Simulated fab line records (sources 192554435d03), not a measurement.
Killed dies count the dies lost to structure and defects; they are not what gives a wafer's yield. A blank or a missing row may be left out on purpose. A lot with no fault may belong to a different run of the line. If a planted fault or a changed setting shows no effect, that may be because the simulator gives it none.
fab line records	flow n5Finfet
record lots=6	wafers=18	lastDay=18
route steps=1938 shown BEOL_M4@1094
lots with no fault: from the same line, run without faults
startH: hours from the record's first day to the start of the lot's first wafer shown	waitH: hours from the lot's prior step to this one	" repeats the value in the row above	L1.1+2: a single row standing in for several wafers	- value missing, or start not given	* or withheld: withheld	< > ~ a bound
route shown NAME@n: NAME is a module with steps in the file, n the number in the route of the first one	usual: average and standard deviation across the fault-free wafers	same: alike in all rows	chamber/n: place in a boat	sites: per-site readings	_std_site: standard deviation of those values	_edge_site: mean of outer sites minus mean of inner sites	radiusMm: how far each site lies from the wafer's centre	mask NAME#n: copy n	behind: the last tool/chamber to shape the wafer	hold: what put the lot on hold/how long, in hours/how the hold closed	device: whichever transistor did not switch (one of n, p or np)	end of line: the route-end tests of the same wafers	where a step has no rows: the recipe by itself	killed: the dies lost at the first sort to structure and to defects; this is not the yield of the wafer	map: the dies of a wafer, with x for killed, . for not killed, _ for no die there
set.NAME: the setting the step ran with; set.NAME@STEP: the setting that earlier step ran with	model.NAME: the simulator's own value behind a step, which no gauge read
lots at some steps of the route; a table a step, a row a wafer
services: the hour from which a tool's chamber was out of use, counted from the record's first day as startH (under 0 if before that day), plus the number of hours and why
## steps
# step N5_BEOL_M4_SPUTTER_90
# recipe material=Cu	targetThkA=45	tempC=-20	chamberPressurePa=0.07	powerW=withheld	timeS=8.29
# step N5_BEOL_M4_ANNEAL_91
# recipe tempC=400	timeS=240	ambient=vacuum
# step N5_BEOL_M4_SPUTTER_92
# recipe material=Cu	targetThkA=45	tempC=-20	chamberPressurePa=0.07	powerW=withheld	timeS=8.29
# usual substrateTempC=-20.01/0.11	susceptorTempC=-20.00/0.096	throttleValvePct=30.2/1
lot.wafer	tool	chamber	startH	waitH	substrateTempC	susceptorTempC	throttleValvePct
L153.2	pvdSputter-02	-	166.89	0.1	-20.07	-20.15	29.8
L153.3	"	-	"	"	-19.77	-19.99	29.9
L153.5	"	-	"	"	-19.98	-19.90	32.0
L156.1	pvdSputter-01	-	182.73	0.1	-20.07	-20.04	29.9
L156.2	"	-	"	"	-19.98	-20.03	30.0
L156.5	"	-	"	"	-20.06	-20.19	31.7
L159.2	pvdSputter-01	-	198.95	0.1	-19.96	-20.01	32.0
L159.4	"	-	"	"	-20.11	-20.05	29.6
L159.5	"	-	"	"	-20.14	-19.93	30.0
L160.1	pvdSputter-03	-	218.25	0.1	-19.88	-20.04	31.5
L160.3	"	-	"	"	-20.14	-20.07	30.1
L160.5	"	-	"	"	-19.97	-19.96	30.4
L168.1	pvdSputter-03	-	284.84	0.1	-20.06	-20.01	30.1
L168.2	"	-	"	"	-20.06	-19.97	30.3
L168.3	"	-	"	"	-19.85	-20.15	31.3
L176.2	pvdSputter-03	-	324.58	0.1	-20.03	-19.84	30.0
L176.3	"	-	"	"	-20.15	-20.06	31.1
L176.4	"	-	"	"	-20.04	-19.89	30.3
# step N5_BEOL_M4_ANNEAL_93
# recipe tempC=400	timeS=240	ambient=vacuum
# usual heaterPowerW=835/80	susceptorTempC=400.04/0.24	susceptor_temp_C_max=401.0/0.38
lot.wafer	tool	chamber	startH	waitH	heaterPowerW	susceptorTempC	susceptor_temp_C_max
L153.2	pvdSputter-02	-	166.97	0.0	918	400.19	401.0
L153.3	"	-	"	"	842	400.30	401.5
L153.5	"	-	"	"	881	399.52	400.2
L156.1	pvdSputter-01	-	182.81	0.0	734	399.90	400.6
L156.2	"	-	"	"	987	400.18	401.0
L156.5	"	-	"	"	889	400.19	401.1
L159.2	pvdSputter-01	-	199.03	0.0	915	399.95	400.9
L159.4	"	-	"	"	744	399.98	400.8
L159.5	"	-	"	"	730	399.72	400.4
L160.1	pvdSputter-03	-	218.33	0.0	914	400.16	401.2
L160.3	"	-	"	"	847	400.11	400.8
L160.5	"	-	"	"	718	400.00	401.3
L168.1	pvdSputter-03	-	284.92	0.0	850	399.91	400.7
L168.2	"	-	"	"	716	400.12	401.0
L168.3	"	-	"	"	891	400.13	401.7
L176.2	pvdSputter-03	-	324.66	0.0	858	400.07	400.9
L176.3	"	-	"	"	895	400.17	401.2
L176.4	"	-	"	"	725	400.22	401.4
# step N5_BEOL_M4_SPUTTER_94
# recipe material=Cu	targetThkA=45	tempC=-20	chamberPressurePa=0.07	powerW=withheld	timeS=8.29
# usual substrateTempC=-20.00/0.11	susceptorTempC=-19.99/0.11	throttleValvePct=30.2/0.99
lot.wafer	tool	chamber	startH	waitH	substrateTempC	susceptorTempC	throttleValvePct
L153.2	pvdSputter-02	-	167.11	0.1	-20.08	-20.18	30.1
L153.3	"	-	"	"	-20.12	-19.96	29.8
L153.5	"	-	"	"	-20.11	-20.07	31.7
L156.1	pvdSputter-01	-	182.95	0.1	-20.22	-20.04	29.6
L156.2	"	-	"	"	-20.07	-19.99	30.1
L156.5	"	-	"	"	-20.01	-19.99	31.7
L159.2	pvdSputter-01	-	199.17	0.1	-20.09	-19.95	31.8
L159.4	"	-	"	"	-19.86	-19.80	29.7
L159.5	"	-	"	"	-19.93	-19.76	29.5
L160.1	pvdSputter-03	-	218.47	0.1	-19.98	-19.75	31.4
L160.3	"	-	"	"	-20.01	-19.95	29.9
L160.5	"	-	"	"	-19.98	-20.15	30.4
L168.1	pvdSputter-03	-	285.06	0.1	-20.11	-20.05	30.1
L168.2	"	-	"	"	-19.87	-19.87	30.0
L168.3	"	-	"	"	-19.90	-19.92	31.3
L176.2	pvdSputter-03	-	324.80	0.1	-20.04	-20.03	30.0
L176.3	"	-	"	"	-19.87	-19.96	31.3
L176.4	"	-	"	"	-20.16	-19.93	30.4
# step N5_BEOL_M4_ANNEAL_95
# recipe tempC=400	timeS=240	ambient=vacuum
# step N5_BEOL_M4_SPUTTER_96
# recipe material=Cu	targetThkA=45	tempC=-20	chamberPressurePa=0.07	powerW=withheld	timeS=8.29
# step N5_BEOL_M4_ECD_50
# recipe material=Cu	targetThkA=3000
# step N5_BEOL_M4_ANNEAL_51
# recipe tempC=225	timeS=90	ambient=N2
# usual wafer_temp_C_max=225.85/0.23
lot.wafer	tool	chamber	startH	waitH	wafer_temp_C_max
L153.2	rtpAnneal-01	0	167.57	0.1	225.82
L153.3	"	0	"	"	225.80
L153.5	"	0	"	"	225.27
L156.1	rtpAnneal-02	0	183.37	0.1	226.30
L156.2	"	0	"	"	225.56
L156.5	"	0	"	"	225.73
L159.2	rtpAnneal-01	0	199.63	0.1	226.01
L159.4	"	0	"	"	225.65
L159.5	"	0	"	"	226.17
L160.1	rtpAnneal-02	0	218.88	0.1	225.83
L160.3	"	0	"	"	225.41
L160.5	"	0	"	"	225.74
L168.1	rtpAnneal-01	0	285.48	0.1	225.63
L168.2	"	0	"	"	225.94
L168.3	"	0	"	"	226.05
L176.2	rtpAnneal-02	0	325.53	0.4	225.85
L176.3	"	0	"	"	225.89
L176.4	"	0	"	"	225.54
# step N5_BEOL_M4_CMP_52
# recipe stopOn=SiOC	tOverpolishS=6.8	downForcePsi=1	platenRpm=50	clearingPlatenDownForcePsi=1.5	clearingPlatenRpm=50	postCmpClean=cuAlkaline	targetThkNm=40	clearingPlatenPadVelocityMS=0.99484	padVelocityMS=0.99484
# usual barrierFieldEndpointS=24.9/0.65	headPressurePsi=1.0002/0.002	motorCurrentA=5.4/0.62	overpolishRunS=6.800/0.0088	timeToEndpointS=63.5/3
lot.wafer	tool	chamber	startH	waitH	barrierFieldEndpointS	headPressurePsi	motorCurrentA	overpolishRunS	timeToEndpointS
L153.3	cmp-03	0	167.90	0.2	24.4	1.0012	5.0	6.788	62.5
L153.2	"	1	"	"	24.5	1.0004	5.0	6.807	63.8
L153.5	"	3	"	"	24.5	0.9970	6.0	6.797	62.2
L156.2	cmp-02	2	183.97	0.4	25.3	1.0030	4.7	6.793	65.4
L156.1	"	0	"	"	25.2	1.0029	6.0	6.811	69.0
L156.5	"	2	"	"	25.1	0.9989	4.5	6.787	65.5
L159.4	cmp-04	3	199.92	0.2	25.6	0.9987	5.6	6.801	69.2
L159.2	"	1	"	"	24.9	1.0021	6.4	6.812	64.3
L159.5	"	2	"	"	25.5	0.9998	5.4	6.794	64.0
L160.1	cmp-04	3	219.18	0.3	23.7	1.0000	5.4	6.809	62.6
L160.3	"	2	"	"	24.1	0.9981	5.2	6.814	61.6
L160.5	"	0	"	"	23.9	0.9988	4.6	6.804	62.1
L168.2	cmp-02	1	285.81	0.2	24.9	0.9970	5.7	6.780	62.0
L168.3	"	2	"	"	24.9	1.0010	4.7	6.800	64.3
L168.1	"	3	"	"	25.4	0.9990	4.9	6.784	64.2
L176.2	cmp-02	2	325.78	0.2	25.5	0.9992	4.5	6.816	66.1
L176.3	"	0	"	"	25.1	1.0026	6.4	6.793	63.9
L176.4	"	1	"	"	25.0	1.0031	5.5	6.789	61.8
# step N5_BEOL_M4_THK_MEAS_53
# recipe thkMeasGauge=xrf	reads=Cu_of_BEOL_M4_ECD_50
# usual M4_THK=40.0/1.4
lot.wafer	tool	chamber	startH	waitH	M4_THK[nm]
L153.2	filmMetro-02	-	168.12	-	39.5
L153.3	"	-	"	"	38.7
L153.5	"	-	"	"	39.3
L156.1	filmMetro-02	-	184.23	-	40.7
L156.2	"	-	"	"	40.5
L156.5	"	-	"	"	38.9
L159.2	filmMetro-01	-	200.18	-	37.8
L159.4	"	-	"	"	40.6
L159.5	"	-	"	"	39.4
L160.1	filmMetro-02	-	219.47	-	41.0
L160.3	"	-	"	"	42.7
L160.5	"	-	"	"	40.6
L168.1	filmMetro-02	-	286.07	-	40.1
L168.2	"	-	"	"	42.2
L168.3	"	-	"	"	41.1
L176.2	filmMetro-02	-	326.07	-	41.9
L176.3	"	-	"	"	40.6
L176.4	"	-	"	"	37.5
# step N5_BEOL_M4_PRE_CLEAN_60
# recipe gas=NH3/H2	timeS=15	tempC=*	rfPowerW=300
# step N5_BEOL_M4_CO_CAP_55
# recipe material=Co	targetThkA=20	tempC=200	precursor=CCTBA/H2	pressureTorr=30	timeS=102.1
# usual chamberPressureTorr=30.02/0.062	heaterPowerW=235/9.2	runLengthS=125.2/0.34	susceptorTempC=200.01/0.17
lot.wafer	tool	chamber	startH	waitH	chamberPressureTorr	heaterPowerW	runLengthS	susceptorTempC	model.Co_of_BEOL_M4_CO_CAP_55.thkNm
L153.2	cvdCo-01	1	168.20	0.0	29.88	241	125.4	200.03	2.2
L153.3	"	0	"	"	29.94	251	125.0	199.72	2.2
L153.5	"	0	"	"	30.04	249	125.0	199.95	2
L156.1	cvdCo-01	0	184.41	0.0	30.00	246	124.9	199.66	2
L156.2	"	2	"	"	29.99	232	125.3	199.94	2.2
L156.5	"	0	"	"	29.95	243	124.9	199.82	2
L159.2	cvdCo-01	1	200.26	0.0	29.96	238	125.1	200.22	2.2
L159.4	"	1	"	"	30.02	238	65.7	-	1
L159.5	"	2	"	"	29.95	232	125.0	200.09	2
L160.1	cvdCo-01	2	219.55	0.0	30.06	234	124.9	199.92	2
L160.3	"	0	"	"	29.94	250	65.9	-	0.8
L160.5	"	0	"	"	29.94	250	124.9	199.84	2
L168.1	cvdCo-01	1	286.15	0.0	30.08	241	125.2	200.28	1.8
L168.2	"	2	"	"	30.00	231	125.0	199.91	2
L168.3	"	0	"	"	30.03	250	125.1	199.91	1.8
L176.2	cvdCo-02	2	326.15	0.0	30.05	222	124.5	199.88	2
L176.3	"	1	"	"	30.07	238	125.2	200.08	2.2
L176.4	"	1	"	"	30.09	236	126.1	200.22	2
# step N5_BEOL_M4_PRE_CLEAN_56
# recipe gas=NH3	timeS=15	tempC=withheld	rfPowerW=300
# step N5_BEOL_M4_RC_MEAS_101
# usual DIBL_N=36.3/2	DIBL_P=36.3/2.4	IOFF_N=0.16/0.034	IOFF_P=0.21/0.035	ION_N=672/12	ION_P=459/6.5	SS_N=71.6/0.67	SS_P=73.3/0.71	VT_N=250/3.5	VT_P=-251/3
lot.wafer	tool	chamber	startH	waitH	DIBL_N[mV/V]	DIBL_P[mV/V]	IOFF_N[nA/um]	IOFF_P[nA/um]	ION_N[uA/um]	ION_P[uA/um]	SS_N[mV/dec]	SS_P[mV/dec]	VT_N[mV]	VT_P[mV]
L153.2	prober-02	0	168.59	0.2	39.1	37.4	0.18	0.24	670	462	72.4	72.9	248	-247
L153.3	"	0	"	"	35.9	33.7	0.13	0.18	685	467	70.7	73.0	252	-249
L153.5	"	0	"	"	34.6	32.9	0.11	0.17	648	453	70.7	72.7	255	-252
L156.1	prober-02	0	184.66	0.0	33.2	31.9	0.11	0.14	658	449	70.6	71.5	254	-256
L156.2	"	0	"	"	32.4	31.4	0.10	0.14	661	463	70.6	72.0	255	-257
L156.5	"	0	"	"	34.3	33.2	0.13	0.16	681	466	71.1	72.6	254	-253
L159.2	prober-01	0	200.65	0.2	33.3	34.2	0.12	0.17	661	459	70.4	72.8	255	-254
L159.4	"	0	"	"	36.5	36.6	0.17	0.21	681	462	71.0	73.9	248	-250
L159.5	"	0	"	"	32.1	32.3	0.10	0.15	662	454	70.0	72.3	256	-254
L160.1	prober-02	0	219.81	0.0	33.2	32.5	0.13	0.17	669	456	72.0	72.4	251	-255
L160.3	"	0	"	"	35.0	35.7	0.16	0.22	673	462	72.4	73.3	249	-247
L160.5	"	0	"	"	32.8	32.0	0.12	0.17	652	446	71.1	72.3	253	-250
L168.1	prober-01	0	286.38	0.0	35.8	36.9	0.16	0.23	665	459	71.2	72.6	248	-249
L168.2	"	0	"	"	35.9	35.9	0.16	0.22	663	457	72.1	73.2	247	-246
L168.3	"	0	"	"	37.4	37.9	0.19	0.26	681	467	72.0	73.2	247	-247
L176.2	prober-01	0	326.54	0.2	38.5	39.2	0.23	0.26	693	467	72.8	73.9	242	-247
L176.3	"	0	"	"	37.8	38.4	0.23	0.26	685	459	72.2	73.7	243	-247
L176.4	"	0	"	"	38.6	39.4	0.23	0.26	686	460	71.8	74.3	244	-245
## services
tool	chamber	startH	hours	kind
cmp-03	-	147.29	3.1	repair
cvdCo-02	-	151.32	1.5	repair
cmp-02	-	156.03	16.5	pm
cvdCo-02	-	167.38	4.1	repair
cvdCo-02	2	174.06	10.5	repair
cmp-03	-	184.75	1.7	repair
cmp-03	-	191.84	4.0	pm
pvdSputter-02	-	197.53	7.5	repair
cmp-02	-	203.16	2.4	repair
cmp-03	-	205.24	4.4	pm
cmp-02	-	226.00	6.5	pm
cvdCo-01	2	232.36	3.2	repair
cmp-04	-	236.49	3.8	pm
cvdCo-02	-	262.33	0.7	repair
cmp-02	-	270.49	3.3	repair
cmp-02	-	281.52	4.0	pm
cvdCo-02	-	283.54	14.6	pm
cmp-02	-	285.52	-	consumableReplace:conditioner
cmp-02	-	285.52	-	consumableReplace:pad
rtpAnneal-01	-	323.25	10.9	pm
## key
firstSign step=N5_BEOL_M4_CO_CAP_55	reading=runLengthS	direction=down	sigmas=99+	usual=*	struck=*
effect none on later readings
modelEffect step=N5_BEOL_M4_CO_CAP_55	value=Co_of_BEOL_M4_CO_CAP_55.thkNm	without=2.1	struck=0.9
metAt N5_BEOL_M4_CO_CAP_55
struckWafers L159.4,L160.3
onsetBetween 184.41 200.26
fault kind=processParameterDrift	tool=cvdCo-01	chamber=-	onsetH=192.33	steps=N5_BEOL_M4_CO_CAP_55	channel=timeS	offset=*	shape=step	endH=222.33	scope=struckWafersOnly	actsIn=*	stated=*
